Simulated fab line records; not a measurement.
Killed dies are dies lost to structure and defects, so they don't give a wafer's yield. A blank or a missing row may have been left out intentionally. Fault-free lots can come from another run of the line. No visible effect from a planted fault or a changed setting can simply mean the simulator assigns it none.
Split-lot experiment || flow n5 finfet || route with 1938 steps; 7 lots, 39 wafers read

ON THE SPLIT
At N5_FIN_SAQP_SPACER2_ALD_28 (deposits SiO2, target thk 8.1 nm, pulse time 1 s, purge time 2 s), the setting target thk a was moved away from the recipe's 81 angstrom on 15 of the 39 wafers read, by -14.2% to +13.3%. This setting was run at the recipe's value on the other wafers.

FROM THE SPLIT TO THE READING: what the file shows between them, 6 steps
- N5_FIN_SAQP_SPACER2_ETCHBACK_29: etches SiO2 in CHF3/O2, target depth 12.2 nm, time 6.1 s
- N5_FIN_SAQP_MANDREL2_REMOVE_60: chemistry HBr/Cl2/O2, target a-Si, stops on SiNx, bt time 10 s
- N5_FIN_SAQP_CD_MEAS_31: target cd 8 nm
- N5_FIN_SAQP_HM_OPEN_33: chemistry CH3F/O2, target SiNx, target depth 49.4 nm, time 70.6 s
- N5_FIN_SAQP_ETCH_34: etches SiO2 in C4F6/O2, target depth 45 nm, time 15 s
- N5_FIN_SAQP_STRIP_77: strips in N2/H2, time 90 s

THE READING
cd nm at N5_FIN_SAQP_HM_CD_35, given in nm (cd target 8 nm). Typical for fault-free wafers on this fab line: 8.16 nm, with standard deviation 0.27 nm.

{"wafer": "L076.1", "tool, chamber at the split": "ald sin-04, 0,2,1", "target thk a as run, angstrom": 85.84, "against the recipe": "+6.0%", "cd nm, nm": 8.20, "against lot-mates on the recipe": -0.24}
{"wafer": "L076.2", "tool, chamber at the split": "ald sin-04, 3,2", "target thk a as run, angstrom": 81, "against the recipe": "recipe", "cd nm, nm": 8.58, "against lot-mates on the recipe": "-"}
{"wafer": "L076.3", "tool, chamber at the split": "ald sin-04, 0,2,1", "target thk a as run, angstrom": 85.84, "against the recipe": "+6.0%", "cd nm, nm": 8.92, "against lot-mates on the recipe": "+0.48"}
{"wafer": "L076.4", "tool, chamber at the split": "ald sin-04, 1", "target thk a as run, angstrom": 81, "against the recipe": "recipe", "cd nm, nm": 8.17, "against lot-mates on the recipe": "-"}
{"wafer": "L076.5", "tool, chamber at the split": "ald sin-04, 3,2", "target thk a as run, angstrom": 81, "against the recipe": "recipe", "cd nm, nm": 8.56, "against lot-mates on the recipe": "-"}
{"wafer": "L076.6", "tool, chamber at the split": "ald sin-04, 0,2,1", "target thk a as run, angstrom": 85.84, "against the recipe": "+6.0%", "cd nm, nm": 8.77, "against lot-mates on the recipe": "+0.33"}
{"wafer": "L077.1", "tool, chamber at the split": "ald sin-01, 1,3", "target thk a as run, angstrom": 81, "against the recipe": "recipe", "cd nm, nm": 8.07, "against lot-mates on the recipe": "-"}
{"wafer": "L077.2", "tool, chamber at the split": "ald sin-01, 2", "target thk a as run, angstrom": 81, "against the recipe": "recipe", "cd nm, nm": 8.36, "against lot-mates on the recipe": "-"}
{"wafer": "L077.3", "tool, chamber at the split": "ald sin-01, 0,0,3", "target thk a as run, angstrom": 86.37, "against the recipe": "+6.6%", "cd nm, nm": 9.08, "against lot-mates on the recipe": "+0.87"}
{"wafer": "L077.4", "tool, chamber at the split": "ald sin-01, 1,3", "target thk a as run, angstrom": 81, "against the recipe": "recipe", "cd nm, nm": 8.21, "against lot-mates on the recipe": "-"}
{"wafer": "L077.5", "tool, chamber at the split": "ald sin-01, 0,0,3", "target thk a as run, angstrom": 86.37, "against the recipe": "+6.6%", "cd nm, nm": 9.37, "against lot-mates on the recipe": "+1.16"}
{"wafer": "L077.6", "tool, chamber at the split": "ald sin-01, 0,0,3", "target thk a as run, angstrom": 86.37, "against the recipe": "+6.6%", "cd nm, nm": 8.79, "against lot-mates on the recipe": "+0.58"}
{"wafer": "L081.1", "tool, chamber at the split": "ald sin-04, 1,2", "target thk a as run, angstrom": 81, "against the recipe": "recipe", "cd nm, nm": 8.06, "against lot-mates on the recipe": "-"}
{"wafer": "L081.2", "tool, chamber at the split": "ald sin-04, 3", "target thk a as run, angstrom": 81, "against the recipe": "recipe", "cd nm, nm": 8.09, "against lot-mates on the recipe": "-"}
{"wafer": "L081.3", "tool, chamber at the split": "ald sin-04, 0,0,1", "target thk a as run, angstrom": 91.79, "against the recipe": "+13.3%", "cd nm, nm": 9.32, "against lot-mates on the recipe": "+1.23"}
{"wafer": "L081.4", "tool, chamber at the split": "ald sin-04, 1,2", "target thk a as run, angstrom": 81, "against the recipe": "recipe", "cd nm, nm": 8.13, "against lot-mates on the recipe": "-"}
{"wafer": "L081.5", "tool, chamber at the split": "ald sin-04, 0,0,1", "target thk a as run, angstrom": 91.79, "against the recipe": "+13.3%", "cd nm, nm": 9.32, "against lot-mates on the recipe": "+1.23"}
{"wafer": "L081.6", "tool, chamber at the split": "ald sin-04, 0,0,1", "target thk a as run, angstrom": 91.79, "against the recipe": "+13.3%", "cd nm, nm": 9.33, "against lot-mates on the recipe": "+1.24"}
{"wafer": "L083.1", "tool, chamber at the split": "ald sin-04, 2", "target thk a as run, angstrom": 81, "against the recipe": "recipe", "cd nm, nm": 8.20, "against lot-mates on the recipe": "-"}
{"wafer": "L083.2", "tool, chamber at the split": "ald sin-04, 3,1,0,3", "target thk a as run, angstrom": 81, "against the recipe": "recipe", "cd nm, nm": 8.01, "against lot-mates on the recipe": "-"}
{"wafer": "L083.3", "tool, chamber at the split": "ald sin-04, 3,1,0,3", "target thk a as run, angstrom": 81, "against the recipe": "recipe", "cd nm, nm": 7.71, "against lot-mates on the recipe": "-"}
{"wafer": "L083.4", "tool, chamber at the split": "ald sin-04, 3,1,0,3", "target thk a as run, angstrom": 81, "against the recipe": "recipe", "cd nm, nm": 8.02, "against lot-mates on the recipe": "-"}
{"wafer": "L083.5", "tool, chamber at the split": "ald sin-04, 3,1,0,3", "target thk a as run, angstrom": 81, "against the recipe": "recipe", "cd nm, nm": 8.31, "against lot-mates on the recipe": "-"}
{"wafer": "L083.6", "tool, chamber at the split": "ald sin-04, 2", "target thk a as run, angstrom": 81, "against the recipe": "recipe", "cd nm, nm": 8.49, "against lot-mates on the recipe": "-"}
{"wafer": "L086.1", "tool, chamber at the split": "ald sin-03, 1,3,2", "target thk a as run, angstrom": 69.48, "against the recipe": "-14.2%", "cd nm, nm": 6.86, "against lot-mates on the recipe": -1.25}
{"wafer": "L086.2", "tool, chamber at the split": "ald sin-03, 2,0,3", "target thk a as run, angstrom": 81, "against the recipe": "recipe", "cd nm, nm": 7.97, "against lot-mates on the recipe": "-"}
{"wafer": "L086.3", "tool, chamber at the split": "ald sin-03, 2,0,3", "target thk a as run, angstrom": 81, "against the recipe": "recipe", "cd nm, nm": 8.26, "against lot-mates on the recipe": "-"}
{"wafer": "L086.4", "tool, chamber at the split": "ald sin-03, 1,3,2", "target thk a as run, angstrom": 69.48, "against the recipe": "-14.2%", "cd nm, nm": 6.66, "against lot-mates on the recipe": -1.45}
{"wafer": "L086.5", "tool, chamber at the split": "ald sin-03, 1,3,2", "target thk a as run, angstrom": 69.48, "against the recipe": "-14.2%", "cd nm, nm": 6.91, "against lot-mates on the recipe": -1.20}
{"wafer": "L086.6", "tool, chamber at the split": "ald sin-03, 2,0,3", "target thk a as run, angstrom": 81, "against the recipe": "recipe", "cd nm, nm": 8.09, "against lot-mates on the recipe": "-"}
{"wafer": "L090.1", "tool, chamber at the split": "ald sin-01, 1,1,2", "target thk a as run, angstrom": 81, "against the recipe": "recipe", "cd nm, nm": 8.59, "against lot-mates on the recipe": "-"}
{"wafer": "L090.2", "tool, chamber at the split": "ald sin-01, 0,3,2", "target thk a as run, angstrom": 74.27, "against the recipe": "-8.3%", "cd nm, nm": 7.16, "against lot-mates on the recipe": -1.15}
{"wafer": "L090.3", "tool, chamber at the split": "ald sin-01, 0,3,2", "target thk a as run, angstrom": 74.27, "against the recipe": "-8.3%", "cd nm, nm": 7.40, "against lot-mates on the recipe": -0.91}
{"wafer": "L090.4", "tool, chamber at the split": "ald sin-01, 0,3,2", "target thk a as run, angstrom": 74.27, "against the recipe": "-8.3%", "cd nm, nm": 7.39, "against lot-mates on the recipe": -0.92}
{"wafer": "L090.5", "tool, chamber at the split": "ald sin-01, 1,1,2", "target thk a as run, angstrom": 81, "against the recipe": "recipe", "cd nm, nm": 8.08, "against lot-mates on the recipe": "-"}
{"wafer": "L090.6", "tool, chamber at the split": "ald sin-01, 1,1,2", "target thk a as run, angstrom": 81, "against the recipe": "recipe", "cd nm, nm": 8.27, "against lot-mates on the recipe": "-"}
{"wafer": "L097.1", "tool, chamber at the split": "ald sin-01, 2", "target thk a as run, angstrom": 81, "against the recipe": "recipe", "cd nm, nm": 8.25, "against lot-mates on the recipe": "-"}
{"wafer": "L097.3", "tool, chamber at the split": "ald sin-01, 3,0", "target thk a as run, angstrom": 81, "against the recipe": "recipe", "cd nm, nm": 7.97, "against lot-mates on the recipe": "-"}
{"wafer": "L097.6", "tool, chamber at the split": "ald sin-01, 3,0", "target thk a as run, angstrom": 81, "against the recipe": "recipe", "cd nm, nm": 8.61, "against lot-mates on the recipe": "-"}
Where a row lists several chambers, the file gives one row for several wafers and doesn't say which wafer went through which chamber.

THE FIT
A straight line over all 39 wafers: cd nm changes by +0.0956 nm for each +1% of target thk a; r = +0.93; the points scatter about the line by 0.24 nm.
The same after taking each lot's own level away (the mean of its wafers on the recipe; 39 wafers): +0.0948 nm for each +1%; r = +0.93; scatter 0.24 nm.
That fit puts the effect of the largest move of target thk a on the reading at 1.3 nm.
Across the lots, their own levels run from 8.093 to 8.437 nm, a range of 1.3 times the standard deviation given above.
So the lot-to-lot level changes the slope little: the two slopes agree.
Check: with one of the wafers moved furthest among these (-14.2%) left out of the fit, the line predicts -1.4 nm for it against its lot-mates. Against them it came out at -1.25 nm.

THE WHOLE CHAIN: every reading that the file lists as answering this split, in the file's order
{"step": "N5_FIN_SAQP_SPACER2_ALD_28", "what it does": "deposits SiO2, target thk 8.1 nm, pulse time 1 s, purge time 2 s", "reading": "SiO2_of_FIN_SAQP_SPACER2_ALD_28.thk nm (the simulator's own value, which no gauge read)", "change (the file's fit)": "+0.0823 nm for each +1% of the setting", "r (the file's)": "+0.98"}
{"step": "N5_FIN_SAQP_MANDREL2_REMOVE_60", "what it does": "chemistry HBr/Cl2/O2, target a-Si, stops on SiNx, bt time 10 s", "reading": "FIN_SAQP.cd nm (the simulator's own value, which no gauge read)", "change (the file's fit)": "+0.0889 nm for each +1% of the setting", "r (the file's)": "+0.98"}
{"step": "N5_FIN_SAQP_CD_MEAS_31", "what it does": "target cd 8 nm", "reading": "cd nm", "change (the file's fit)": "+0.0919 nm for each +1% of the setting", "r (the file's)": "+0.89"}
{"step": "N5_FIN_SAQP_HM_OPEN_33", "what it does": "chemistry CH3F/O2, target SiNx, target depth 49.4 nm, time 70.6 s", "reading": "FIN_SAQP.cd nm (the simulator's own value, which no gauge read)", "change (the file's fit)": "+0.0868 nm for each +1% of the setting", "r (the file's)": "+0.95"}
{"step": "N5_FIN_SAQP_ETCH_34", "what it does": "etches SiO2 in C4F6/O2, target depth 45 nm, time 15 s", "reading": "FIN_SAQP.cd nm (the simulator's own value, which no gauge read)", "change (the file's fit)": "+0.0881 nm for each +1% of the setting", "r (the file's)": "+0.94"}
{"step": "N5_FIN_SAQP_HM_CD_35", "what it does": "target cd 8 nm", "reading": "cd nm", "change (the file's fit)": "+0.0946 nm for each +1% of the setting", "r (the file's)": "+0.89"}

THE FILE'S OWN FIT
cd nm changes by +0.0946 nm for each +1% of target thk a, r = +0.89.
